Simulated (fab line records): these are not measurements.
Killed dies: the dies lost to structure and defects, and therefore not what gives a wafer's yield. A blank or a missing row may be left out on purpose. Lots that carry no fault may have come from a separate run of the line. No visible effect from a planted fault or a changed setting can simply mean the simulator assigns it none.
Matching of chambers    flow n5Finfet    rieDiel-04 running N5_BEOL_M2_ETCH_69: 4 sister chambers
The step etches SiARC in CF4, target depth 15.6 nm, time 26 s. 18 wafers are shown with their chamber, then 9 later ones without.

## WAFERS, EACH WITH ITS CHAMBER
wafer   chamber  showerheadPlenumPTorr (Torr)  throttleValvePct (%)  oesProductAu (a.u.)
L074.4  3        2.14                          15.89                 0.66
L074.5  1        2.21                          15.95                 0.59
L074.6  0        2.21                          15.72                 0.61
L077.1  1        2.20                          15.97                 0.59
L077.2  0        2.20                          15.74                 0.61
L077.5  0        2.20                          15.71                 0.62
L079.2  3        2.14                          15.92                 0.65
L079.4  1        2.20                          15.97                 0.59
L079.5  2        2.14                          15.95                 0.65
L082.2  1        2.20                          15.99                 0.58
L082.3  2        2.13                          15.96                 0.64
L082.6  1        2.20                          15.99                 0.58
L084.1  3        2.13                          15.94                 0.65
L084.2  2        2.13                          15.99                 0.64
L084.3  0        2.20                          15.75                 0.60
L084.4  0        2.20                          15.75                 0.60
L084.5  2        2.13                          16.01                 0.63
L084.6  3        2.13                          15.95                 0.65

SIGNATURES (means of the wafers above)
reading                chamber 0  chamber 1  chamber 2  chamber 3  scatter within a chamber
showerheadPlenumPTorr  2.2020     2.2020     2.1325     2.1350     0.00489
throttleValvePct       15.7340    15.9740    15.9775    15.9250    0.0221
oesProductAu           0.6080     0.5860     0.6400     0.6525     0.00694
Rule: for each reading, subtract the chamber's mean from the wafer's reading, divide by that reading's scatter and square the result; add these up over the readings and take the root, which gives the wafer's distance from the chamber. The wafer belongs to the nearest chamber; if the next one is less than 2 further off, it can't be placed. How the scatter is found: for the shown wafers, subtract from each reading the mean of its chamber, square and add these, divide the total by (wafers less chambers), then take the root.

## WAFERS WITH NO CHAMBER GIVEN
wafer   showerheadPlenumPTorr (Torr)  throttleValvePct (%)  oesProductAu (a.u.)
L088.1  2.13                          16.00                 0.63
L088.2  2.13                          15.97                 0.63
L088.3  2.19                          15.75                 0.60
L088.4  2.20                          15.53                 0.84
L088.5  2.13                          15.96                 0.63
L088.6  2.13                          16.01                 0.64
L096.3  2.12                          15.99                 0.62
L096.4  2.19                          15.56                 0.77
L096.6  2.12                          16.00                 0.62

## WHICH CHAMBER EACH ONE RAN IN
wafer    from the rows above       in truth
L088.1   2                         2
L088.2   2                         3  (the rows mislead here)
L088.3   0                         0
L088.4   can't be placed: 0 or 3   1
L088.5   2                         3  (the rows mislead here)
L088.6   2                         2
L096.3   2                         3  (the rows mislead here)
L096.4   can't be placed: 0 or 3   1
L096.6   2                         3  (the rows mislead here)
Placed correctly: 3 of 9. Can't be placed from these rows: 2 (the true chamber is among the candidates in 0). Placed wrongly: 4.
